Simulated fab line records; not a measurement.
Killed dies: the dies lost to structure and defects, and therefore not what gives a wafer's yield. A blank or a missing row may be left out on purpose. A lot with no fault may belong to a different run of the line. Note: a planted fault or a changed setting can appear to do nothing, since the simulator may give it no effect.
fab line records	flow n5Finfet
record lots=9	wafers=27	lastDay=17
route steps=1938 shown DUMMY_GATE@231 PASSIVATION@1936
lots that met no fault: from a run of the same line without faults
startH: hours from the record's first day to the start of the lot's first wafer shown	waitH: hours from the lot's prior step to this one	" repeats the value in the row above	L1.1+2: a row that stands for several wafers	- no value present, or no start provided	* or withheld: withheld	< > ~ a bound
route shown NAME@n: names a module that has steps shown in the file, with the first one's number in the route	usual: the fault-free wafers' mean and standard deviation	same: alike in all rows	chamber/n: place in a boat	sites: the reading at each site	_std_site: how widely they spread, as a standard deviation	_edge_site: outer sites' mean less inner sites'	radiusMm: how far each site lies from the wafer's centre	mask NAME#n: copy n	behind: the last tool/chamber to shape the wafer	hold: the reason the lot was held/the length of the hold in hours/how it ended	device: which transistor (n, p or np) failed to switch	end of line: at the end of the route, the tests of the same wafers	a step without rows: its recipe alone	killed: at the first sort, the dies lost to defects and structure; wafer yield is something else	map: dies across one wafer; x = killed, . = not, _ = none there
set.NAME: setting as actually run; set.NAME@STEP: the setting as run at that earlier step	model.NAME: the simulator's own value behind a step, which no gauge read
a sample of lots followed through the steps of the route, with each step as a table and each wafer as a row
services: a tool's chamber out of use, with start hour (startH, from the record's first day; less than 0 if before it), hours out, and reason
## steps
# step N5_DUMMY_GATE_CD_MEAS_15
# recipe targetCdNm=25.8	landingEnergyEv=500	detector=seInlens
# usual cdNm=24.98/0.25
lot.wafer	tool	chamber	startH	waitH	cdNm
L355.2	cdSem-02	0	59.52	-	25.33
L355.3	"	0	"	"	25.43
L355.6	"	0	"	"	25.07
L356.3	cdSem-01	0	68.83	-	24.80
L356.4	"	0	"	"	24.96
L356.6	"	0	"	"	24.90
L358.1	cdSem-02	0	76.64	-	25.00
L358.5	"	0	"	"	25.09
L358.6	"	0	"	"	25.28
L359.1	cdSem-03	0	83.79	-	25.26
L359.4	"	0	"	"	24.88
L359.6	"	0	"	"	24.92
L360.4	cdSem-01	0	88.36	-	25.01
L360.5	"	0	"	"	25.30
L360.6	"	0	"	"	25.14
L362.1	cdSem-03	0	100.90	-	24.74
L362.2	"	0	"	"	25.07
L362.4	"	0	"	"	25.06
L373.1	cdSem-03	0	173.17	-	24.99
L373.2	"	0	"	"	24.94
L373.6	"	0	"	"	25.08
L374.1	cdSem-01	0	175.90	-	25.26
L374.2	"	0	"	"	25.42
L374.4	"	0	"	"	25.16
L375.2	cdSem-03	0	180.93	-	24.53
L375.4	"	0	"	"	25.09
L375.5	"	0	"	"	25.29
# step N5_DUMMY_GATE_DESCUM_20
# recipe chemistry=O2	timeS=6.2	sourcePowerW=50	biasPowerW=20	pressureMtorr=20	rfFrequencyHz=2.712e+07	tempC=40	resist=CAR-EUV	o2FlowSccm=225
# usual drypumpMotorCurrentA=5.7/0.41	oesProductAu=0.80/0.078	rfVppV=243.3/1	showerheadPlenumPTorr=2.11/0.043	throttleValvePct=20.5/0.34
lot.wafer	tool	chamber	startH	waitH	drypumpMotorCurrentA	oesProductAu	rfHoursCounterH	rfVppV	showerheadPlenumPTorr	throttleValvePct
L355.2	rieDiel-05	0	59.88	0.3	5.7	0.72	195	242.9	2.09	20.8
L355.3	"	1	"	"	6.2	0.85	56	244.1	2.13	20.7
L355.6	"	2	"	"	5.0	1.00	-	242.6	2.15	19.8
L356.3	rieDiel-05	3	68.96	0.0	5.4	0.77	135	243.6	2.10	20.9
L356.4	"	2	"	"	5.0	0.96	4	243.6	2.15	19.8
L356.6	"	0	"	"	5.7	0.72	-	241.7	2.09	20.8
L358.1	rieDiel-03	2	76.77	0.0	5.4	0.77	113	242.2	2.10	20.3
L358.5	"	1	"	"	6.2	0.77	-	246.0	2.20	20.4
L358.6	"	2	"	"	5.4	0.76	-	244.3	2.10	20.3
L359.1	rieDiel-05	2	84.01	0.1	5.0	0.95	8	242.2	2.15	19.8
L359.4	"	3	"	"	5.4	0.77	140	242.3	2.10	20.9
L359.6	"	0	"	"	5.7	0.72	-	242.9	2.09	20.8
L360.4	rieDiel-05	0	88.48	0.0	5.7	0.72	205	243.0	2.08	20.8
L360.5	"	3	"	"	5.4	0.77	-	242.4	2.10	20.9
L360.6	"	2	"	"	5.0	0.95	-	244.6	2.15	19.8
L362.1	rieDiel-05	0	101.04	0.0	5.7	0.71	208	242.2	2.08	20.8
L362.2	"	3	"	"	5.4	0.76	145	244.2	2.09	20.9
L362.4	"	2	"	"	5.0	0.92	12	243.6	2.15	19.8
L373.1	rieDiel-03	0	173.30	0.0	6.2	0.78	121	241.8	2.02	20.1
L373.2	"	1	"	"	6.1	0.74	151	245.1	2.19	20.4
L373.6	"	3	"	"	6.2	0.91	-	245.8	2.14	20.3
L374.1	rieDiel-05	2	176.17	0.2	5.0	0.90	23	243.2	2.14	19.9
L374.2	"	3	"	"	5.4	0.74	172	243.3	2.09	20.9
L374.4	"	0	"	"	5.7	0.70	227	242.1	2.08	20.8
L375.2	rieDiel-05	0	181.18	0.2	5.7	0.69	228	243.0	2.08	20.8
L375.4	"	3	"	"	5.4	0.75	174	243.9	2.08	20.9
L375.5	"	2	"	"	5.0	0.90	-	244.8	2.14	19.8
# step N5_DUMMY_GATE_ETCH_37
# recipe chemistry=N2/H2	target=SOC	targetDepthA=600	overetchA=300	tempC=40	ionEnergyEv=200	pressureMtorr=30	sourceW=840	biasW=150	n2FlowSccm=200	h2FlowSccm=200
# usual biasW=150.0/0.42	drypumpMotorCurrentA=5.7/0.4	oesProductAu=0.63/0.058	rfVppV=524.4/1.5	showerheadPlenumPTorr=2.56/0.054	throttleValvePct=17.8/0.32
lot.wafer	tool	chamber	startH	waitH	biasW	drypumpMotorCurrentA	oesProductAu	rfHoursCounterH	rfVppV	showerheadPlenumPTorr	throttleValvePct
L355.2	rieDiel-05	0	60.03	0.0	150.3	5.7	0.57	195	523.8	2.52	18.0
L355.3	"	1	"	"	149.6	6.2	0.67	56	525.2	2.57	18.0
L355.6	"	2	"	"	149.6	5.0	0.77	-	526.2	2.60	17.1
L356.3	rieDiel-05	3	69.10	0.0	149.8	5.4	0.60	135	523.8	2.54	18.1
L356.4	"	2	"	"	149.6	5.0	0.75	4	524.6	2.60	17.1
L356.6	"	0	"	"	150.1	5.7	0.57	-	523.3	2.52	18.1
L358.1	rieDiel-03	2	76.91	0.0	149.6	5.4	0.61	113	525.7	2.56	17.8
L358.5	"	1	"	"	149.2	6.1	0.61	-	526.8	2.67	17.8
L358.6	"	2	"	"	149.9	5.5	0.61	-	526.1	2.56	17.8
L359.1	rieDiel-05	2	84.15	0.0	149.4	5.0	0.73	8	525.6	2.60	17.1
L359.4	"	3	"	"	150.5	5.4	0.61	140	523.7	2.54	18.1
L359.6	"	0	"	"	150.5	5.7	0.57	-	523.1	2.52	18.1
L360.4	rieDiel-05	0	88.63	0.0	150.0	5.7	0.57	205	522.3	2.52	18.1
L360.5	"	3	"	"	149.9	5.4	0.61	-	523.8	2.54	18.1
L360.6	"	2	"	"	149.6	5.0	0.65	-	525.2	2.60	17.1
L362.1	rieDiel-05	0	101.18	0.0	150.4	5.7	0.56	208	523.1	2.51	18.1
L362.2	"	3	"	"	149.5	5.5	0.54	145	523.1	2.54	18.1
L362.4	"	2	"	"	149.2	5.0	0.73	12	526.3	2.60	17.1
L373.1	rieDiel-03	0	173.44	0.0	149.6	6.1	0.63	122	521.1	2.45	17.5
L373.2	"	1	"	"	149.7	6.2	0.60	151	525.9	2.66	17.9
L373.6	"	3	"	"	149.3	6.2	0.72	-	524.6	2.60	17.6
L374.1	rieDiel-05	2	176.32	0.0	149.9	5.0	0.71	24	527.0	2.59	17.1
L374.2	"	3	"	"	149.8	5.4	0.59	172	523.6	2.52	18.2
L374.4	"	0	"	"	150.0	5.7	0.56	227	522.3	2.51	18.1
L375.2	rieDiel-05	0	181.32	0.0	149.9	5.7	0.56	228	523.1	2.51	18.1
L375.4	"	3	"	"	150.2	5.4	0.58	174	523.6	2.52	18.2
L375.5	"	2	"	"	151.3	5.0	0.71	-	526.2	2.59	17.1
# step N5_DUMMY_GATE_CD_MEAS_50
# recipe targetCdNm=14
# usual cdNm=14.0/0.31
lot.wafer	tool	chamber	startH	waitH	cdNm
L355.2	cdSem-03	-	60.26	0.0	14.4
L355.3	"	-	"	"	14.2
L355.6	"	-	"	"	14.3
L356.3	cdSem-01	-	69.34	0.0	14.3
L356.4	"	-	"	"	13.6
L356.6	"	-	"	"	14.0
L358.1	cdSem-01	-	77.31	0.0	13.8
L358.5	"	-	"	"	14.7
L358.6	"	-	"	"	13.7
L359.1	cdSem-02	-	84.38	0.0	14.1
L359.4	"	-	"	"	13.5
L359.6	"	-	"	"	14.3
L360.4	cdSem-03	-	88.86	0.0	14.0
L360.5	"	-	"	"	14.2
L360.6	"	-	"	"	15.0
L362.1	cdSem-03	-	101.41	0.0	14.0
L362.2	"	-	"	"	15.3
L362.4	"	-	"	"	13.7
L373.1	cdSem-03	-	173.67	0.0	14.4
L373.2	"	-	"	"	13.7
L373.6	"	-	"	"	14.3
L374.1	cdSem-01	-	176.58	0.0	13.8
L374.2	"	-	"	"	13.7
L374.4	"	-	"	"	14.3
L375.2	cdSem-02	-	181.55	0.0	14.5
L375.4	"	-	"	"	13.3
L375.5	"	-	"	"	14.1
# step N5_DUMMY_GATE_ETCH_31
# recipe chemistry=C4F6/O2	target=SiO2	maskMaterial=SOC	targetDepthA=825	timeS=27.5	ionEnergyEv=250	pressureMtorr=30	sourceW=345	biasW=185	Ar_flow_sccm=300	C4F6_flow_sccm=10	O2_flow_sccm=10
# usual biasW=185.0/0.6	drypumpMotorCurrentA=5.7/0.41	oesProductAu=0.81/0.079	rfVppV=663/6.8	showerheadPlenumPTorr=2.86/0.058	throttleValvePct=21.1/0.31
lot.wafer	tool	chamber	startH	waitH	biasW	drypumpMotorCurrentA	oesProductAu	rfHoursCounterH	rfVppV	showerheadPlenumPTorr	throttleValvePct
L355.2	rieDiel-01	0	60.31	0.1	184.6	5.6	0.79	103	662	2.87	21.1
L355.3	"	2	"	"	183.9	5.7	0.91	21	671	2.78	20.7
L355.6	"	1	"	"	184.8	5.7	0.88	-	678	2.90	21.1
L356.3	rieDiel-01	0	69.38	0.0	185.2	5.6	0.80	106	663	2.87	21.1
L356.4	"	3	"	"	184.0	5.1	0.70	219	666	2.93	21.2
L356.6	"	3	"	"	186.7	5.1	0.70	-	665	2.93	21.2
L358.1	rieDiel-05	2	77.53	0.2	185.5	5.0	0.96	6	651	2.92	20.6
L358.5	"	3	"	"	184.6	5.4	0.78	-	659	2.85	21.6
L358.6	"	2	"	"	185.3	5.0	0.97	-	650	2.92	20.6
L359.1	rieDiel-03	2	84.57	0.2	185.7	5.4	0.77	115	665	2.86	21.0
L359.4	"	3	"	"	185.2	6.2	0.97	6	664	2.91	20.9
L359.6	"	1	"	"	184.8	6.1	0.77	-	671	2.98	21.1
L360.4	rieDiel-05	0	89.09	0.2	185.1	5.7	0.72	205	655	2.82	21.5
L360.5	"	1	"	"	185.0	6.2	0.84	-	665	2.89	21.4
L360.6	"	2	"	"	185.5	5.0	0.37	-	650	2.92	20.2
L362.1	rieDiel-05	1	101.46	0.0	184.8	6.2	0.84	68	667	2.88	21.5
L362.2	"	3	"	"	184.9	5.4	0.28	145	657	2.84	21.2
L362.4	"	0	"	"	184.7	5.7	0.71	208	658	2.82	21.5
L373.1	rieDiel-01	0	173.72	0.0	185.7	5.6	0.76	134	662	2.86	21.2
L373.2	"	3	"	"	184.1	5.1	0.68	249	664	2.91	21.2
L373.6	"	2	"	"	184.9	5.7	0.85	-	671	2.77	20.8
L374.1	rieDiel-01	3	176.63	0.0	184.8	5.2	0.69	250	665	2.91	21.2
L374.2	"	1	"	"	184.2	5.7	0.84	75	677	2.89	21.1
L374.4	"	2	"	"	185.3	5.7	0.85	55	670	2.77	20.8
L375.2	rieDiel-05	1	181.60	0.0	185.5	6.2	0.81	96	663	2.87	21.5
L375.4	"	2	"	"	184.6	5.0	0.90	25	651	2.91	20.6
L375.5	"	3	"	"	183.8	5.4	0.75	-	659	2.83	21.6
# step N5_DUMMY_GATE_ETCH_32
# recipe chemistry=CF4	target=SiO2	targetDepthA=35	timeS=3.9	ionEnergyEv=350	pressureMtorr=10	icpW=800	biasW=400	cf4FlowSccm=80
# usual biasW=399.9/1.3	drypumpMotorCurrentA=5.6/0.39	oesProductAu=0.996/0.015	throttleValvePct=21.80/0.29
lot.wafer	tool	chamber	startH	waitH	biasW	drypumpMotorCurrentA	oesProductAu	rfHoursCounterH	throttleValvePct
L355.2	rieSi-06	1	60.56	0.1	399.4	5.5	1.002	74	21.52
L355.3	"	2	"	"	400.5	6.5	0.979	0	21.66
L355.6	"	1	"	"	400.7	5.5	1.002	-	21.51
L356.3	rieSi-02	0	69.63	0.1	399.6	5.9	1.008	76	21.45
L356.4	"	2	"	"	401.6	5.2	0.994	172	22.08
L356.6	"	0	"	"	398.9	5.9	1.010	-	21.44
L358.1	rieSi-05	2	77.77	0.1	401.8	4.8	0.977	48	21.63
L358.5	"	3	"	"	400.3	5.4	0.995	-	22.19
L358.6	"	0	"	"	400.0	5.9	1.018	-	22.12
L359.1	rieSi-05	2	84.82	0.1	400.5	4.8	0.972	49	21.63
L359.4	"	3	"	"	398.0	5.3	1.002	45	22.19
L359.6	"	0	"	"	398.6	5.9	1.018	-	22.09
L360.4	rieSi-02	3	89.33	0.1	401.8	5.8	0.981	33	21.60
L360.5	"	0	"	"	400.3	5.9	1.000	-	21.43
L360.6	"	3	"	"	400.7	5.8	0.983	-	21.61
L362.1	rieSi-05	0	101.70	0.1	399.6	6.0	1.016	155	22.11
L362.2	"	3	"	"	399.6	5.4	1.003	45	22.18
L362.4	"	2	"	"	402.0	4.8	0.965	49	21.64
L373.1	rieSi-02	2	173.97	0.1	401.4	5.2	0.977	174	22.07
L373.2	"	3	"	"	399.7	5.8	0.981	34	21.62
L373.6	"	0	"	"	399.3	5.9	1.002	-	21.43
L374.1	rieSi-05	1	176.87	0.1	398.8	5.7	1.006	118	21.62
L374.2	"	2	"	"	400.1	4.8	0.968	50	21.63
L374.4	"	3	"	"	399.4	5.4	0.987	47	22.20
L375.2	rieSi-06	2	181.85	0.1	400.0	6.5	0.978	3	21.65
L375.4	"	3	"	"	402.6	5.8	0.995	0	21.34
L375.5	"	0	"	"	400.8	6.6	0.976	-	21.75
# step N5_DUMMY_GATE_CD_MEAS_24
# recipe targetCdNm=15
# usual cdNm=15.1/0.31
lot.wafer	tool	chamber	startH	waitH	cdNm
L355.2	cdSem-03	-	60.76	0.1	15.3
L355.3	"	-	"	"	15.2
L355.6	"	-	"	"	15.4
L356.3	cdSem-02	-	69.83	0.1	15.3
L356.4	"	-	"	"	15.0
L356.6	"	-	"	"	15.5
L358.1	cdSem-02	-	77.97	0.1	14.6
L358.5	"	-	"	"	15.4
L358.6	"	-	"	"	14.3
L359.1	cdSem-03	-	85.02	0.1	14.9
L359.4	"	-	"	"	14.7
L359.6	"	-	"	"	15.7
L360.4	cdSem-03	-	89.54	0.1	15.5
L360.5	"	-	"	"	15.3
L360.6	"	-	"	"	-
L362.1	cdSem-03	-	101.90	0.1	14.8
L362.2	"	-	"	"	-
L362.4	"	-	"	"	15.0
L373.1	cdSem-01	-	174.17	0.1	15.0
L373.2	"	-	"	"	15.8
L373.6	"	-	"	"	14.6
L374.1	cdSem-02	-	177.07	0.1	14.9
L374.2	"	-	"	"	15.0
L374.4	"	-	"	"	15.4
L375.2	cdSem-02	-	182.05	0.1	15.0
L375.4	"	-	"	"	14.4
L375.5	"	-	"	"	14.7
# step N5_PASSIVATION_PROBE_49
# usual killed_at_M0_to_M3=33/8.9	killed_at_M4_up=15/5.4	killedAtContacts=13/5.8	killedAtFrontEnd=39/9.9	killedAtOther=3.2/2.9	killedDies=102/15	killedOnRim=13/3.7	killedOpen=68/12	killedShort=34/7.6
# same grossDies=1180	killedAtBackSide=0
lot.wafer	tool	chamber	startH	waitH	killed_at_M0_to_M3	killed_at_M4_up	killedAtContacts	killedAtFrontEnd	killedAtOther	killedDies	killedOnRim	killedOpen	killedShort
L355.2	prober-02	-	268.61	0.1	33	15	15	55	0	118	18	88	30
L355.3	prober-02	-	268.66	0.1	28	20	22	48	1	119	16	84	35
L355.6	prober-02	-	268.81	0.3	17	27	11	35	0	90	11	63	27
L356.3	prober-02	-	286.52	0.1	40	16	7	20	10	93	10	67	26
L356.4	prober-02	-	286.57	0.2	44	18	13	29	6	110	17	70	38
L356.6	prober-02	-	286.67	0.3	29	12	4	26	7	78	9	50	27
L360.4	prober-01	-	318.07	0.2	39	8	12	38	5	102	10	55	47
L360.5	prober-01	-	318.12	0.2	36	13	16	45	4	114	12	79	35
L360.6	prober-01	-	318.17	0.3	24	12	16	1125	3	1180	152	69	32
L362.1	prober-01	-	331.56	0.0	31	14	13	59	5	122	16	86	36
L362.2	prober-01	-	331.61	0.1	26	21	3	1128	2	1180	152	54	38
L362.4	prober-01	-	331.71	0.2	39	18	13	45	1	116	13	82	34
# killed by level:class
L355.2 MOL_CONTACT_COAG:geometricParticle:open=14 DUMMY_GATE:geometricParticle:open=13 BEOL_M1:geometricParticle:open=13 STI_FIN_REVEAL:geometricParticle:open=9 BEOL_M4:geometricParticle:open=9 GATE_CUT:geometricParticle:short=9 FIN_SAQP:geometricParticle:short=8 BEOL_M2:geometricParticle:open=7
L355.3 STI_FIN_REVEAL:geometricParticle:open=21 MOL_CONTACT_COAG:geometricParticle:open=15 BEOL_M4:geometricParticle:open=14 GATE_CUT:geometricParticle:short=8 MOL_CONTACT_COAG:geometricParticle:short=7 BEOL_M0_SAQP:geometricParticle:open=6 BEOL_M2:geometricParticle:open=6 DUMMY_GATE:geometricParticle:open=4
L355.6 BEOL_M4:geometricParticle:open=20 STI_FIN_REVEAL:geometricParticle:open=10 MOL_CONTACT_COAG:geometricParticle:open=10 FIN_SAQP:geometricParticle:short=7 BEOL_M0_SAQP:geometricParticle:open=6 DUMMY_GATE:geometricParticle:open=4 GATE_CUT:geometricParticle:short=3 STARTING-WAFER:geometricParticle:short=3
L356.3 BEOL_M0_SAQP:geometricParticle:open=13 FIN_SAQP:geometricParticle:open=9 BEOL_M0_SAQP:geometricParticle:short=8 BEOL_M2:geometricParticle:open=7 MOL_CONTACT_COAG:geometricParticle:open=6 BEOL_M4:geometricParticle:open=6 PAD_METAL:geometricParticle:open=6 BEOL_M2:geometricParticle:short=4
L356.4 MOL_CONTACT_COAG:geometricParticle:open=11 BEOL_M2:geometricParticle:short=8 BEOL_M0_SAQP:geometricParticle:open=7 BEOL_M2:geometricParticle:open=7 DUMMY_GATE:geometricParticle:open=6 BEOL_M0_SAQP:geometricParticle:short=6 STARTING-WAFER:geometricParticle:open=6 GATE_CUT:geometricParticle:short=5
L356.6 BEOL_M0_SAQP:geometricParticle:short=6 BEOL_M2:geometricParticle:open=6 DUMMY_GATE:geometricParticle:open=5 GATE_CUT:geometricParticle:short=5 BEOL_M0_SAQP:geometricParticle:open=5 BEOL_M3:geometricParticle:open=5 FIN_SAQP:geometricParticle:open=4 MOL_CONTACT_COAG:geometricParticle:open=4
L360.4 BEOL_M0_SAQP:geometricParticle:short=13 FIN_SAQP:geometricParticle:short=9 BEOL_M0_SAQP:geometricParticle:open=9 FIN_SAQP:geometricParticle:open=8 MOL_CONTACT_COAG:geometricParticle:short=6 MOL_CONTACT_COAG:geometricParticle:open=6 STI_FIN_REVEAL:geometricParticle:open=4 DUMMY_GATE:geometricParticle:open=4
L360.5 BEOL_M0_SAQP:geometricParticle:open=14 MOL_CONTACT_COAG:geometricParticle:open=12 FIN_SAQP:geometricParticle:open=9 STI_FIN_REVEAL:geometricParticle:open=9 BEOL_M4:geometricParticle:open=8 BEOL_M2:geometricParticle:open=8 GATE_CUT:geometricParticle:short=7 BEOL_M0_SAQP:geometricParticle:short=7
L360.6 DUMMY_GATE:areaEtch=1079 MOL_CONTACT_COAG:geometricParticle:open=13 FIN_SAQP:geometricParticle:short=12 FIN_SAQP:geometricParticle:open=11 BEOL_M0_SAQP:geometricParticle:open=8 STI_FIN_REVEAL:geometricParticle:open=7 BEOL_M2:geometricParticle:open=6 BEOL_M4:geometricParticle:open=4
L362.1 STI_FIN_REVEAL:geometricParticle:open=15 MOL_CONTACT_COAG:geometricParticle:open=11 FIN_SAQP:geometricParticle:short=10 FIN_SAQP:geometricParticle:open=9 DUMMY_GATE:geometricParticle:open=9 BEOL_M2:geometricParticle:open=8 BEOL_M4:geometricParticle:open=8 BEOL_M3:geometricParticle:open=5
L362.2 DUMMY_GATE:areaEtch=1088 BEOL_M4:geometricParticle:open=7 DUMMY_GATE:geometricParticle:open=6 BEOL_M0:geometricParticle:open=6 FIN_SAQP:geometricParticle:short=5 STI_FIN_REVEAL:geometricParticle:open=5 GATE_CUT:geometricParticle:short=5 FIN_SAQP:geometricParticle:open=4
L362.4 BEOL_M3:geometricParticle:open=13 STI_FIN_REVEAL:geometricParticle:open=9 FIN_SAQP:geometricParticle:short=8 MOL_CONTACT_COAG:geometricParticle:open=8 BEOL_M4:geometricParticle:open=8 FIN_SAQP:geometricParticle:open=6 GATE_CUT:geometricParticle:short=5 MOL_CONTACT_COAG:geometricParticle:short=5
## services
tool	chamber	startH	hours	kind
rieDiel-03	-	37.77	0.8	repair
rieDiel-01	3	39.06	7.1	repair
rieDiel-05	2	40.00	-	clean
rieDiel-05	2	40.00	-	consumableReplace:focusRing
rieDiel-05	2	40.00	17.0	scheduledDown
rieDiel-05	2	40.00	17.0	ventCycle
rieSi-06	0	41.82	-	clean
rieSi-06	0	41.82	-	consumableReplace:focusRing
rieSi-06	0	41.82	33.2	scheduledDown
rieDiel-01	1	43.87	7.9	repair
rieDiel-01	0	45.22	2.3	repair
rieDiel-03	3	47.62	-	clean
rieDiel-03	3	47.62	-	consumableReplace:focusRing
rieDiel-03	3	47.62	16.9	scheduledDown
rieDiel-03	3	47.62	16.9	ventCycle
rieSi-02	3	70.82	6.4	repair
rieDiel-05	0	106.62	15.8	repair
rieSi-06	-	108.43	0.6	repair
rieDiel-01	0	123.95	6.4	repair
rieDiel-01	3	177.08	-	clean
rieDiel-01	3	177.08	-	consumableReplace:focusRing
rieDiel-01	3	177.08	12.5	scheduledDown
rieDiel-01	3	177.08	12.5	ventCycle
rieSi-05	0	181.00	14.2	repair
## key
firstSign step=N5_DUMMY_GATE_CD_MEAS_50	reading=cdNm	direction=up	sigmas=3.6	usual=14.0	struck=15.1
effect step=N5_DUMMY_GATE_ETCH_31	reading=oesProductAu	direction=down	sigmas=6.2	usual=0.81	struck=0.33
effect step=N5_DUMMY_GATE_CD_MEAS_24	reading=cdNm	direction=missing
effect step=N5_PASSIVATION_PROBE_49	reading=killedAtFrontEnd	direction=up	sigmas=99+	usual=39	struck=1126
moreKillsBornAt N5_DUMMY_GATE_ETCH_37@rieDiel-05=2167
metAt N5_DUMMY_GATE_ETCH_37
struckLots L360,L362
struckWafers L360.6,L362.2
laterRowsLeftOut L360.6,L362.2
testerLeftOut L360,L362
notActingAt N5_DUMMY_GATE_CD_MEAS_15,N5_DUMMY_GATE_DESCUM_20,N5_DUMMY_GATE_ETCH_32
onsetBetween 84.15 88.63
fault kind=processParameterDrift	tool=rieDiel-05	chamber=-	onsetH=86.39	steps=N5_DUMMY_GATE_ETCH_37	channel=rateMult	offset=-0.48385	shape=step	endH=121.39	scope=struckWafersOnly
# testerLeftOut: of these lots the tester's yield and bins aren't shown, on N5 and GAA mostly nor the transistor test; their killed dies are dies lost to structure and defects alone, not to doping, threshold or leakage, so they don't give the yield
# laterRowsLeftOut: the simulator's readings of these wafers behind a module that went badly wrong aren't trusted and aren't shown, but for the sort
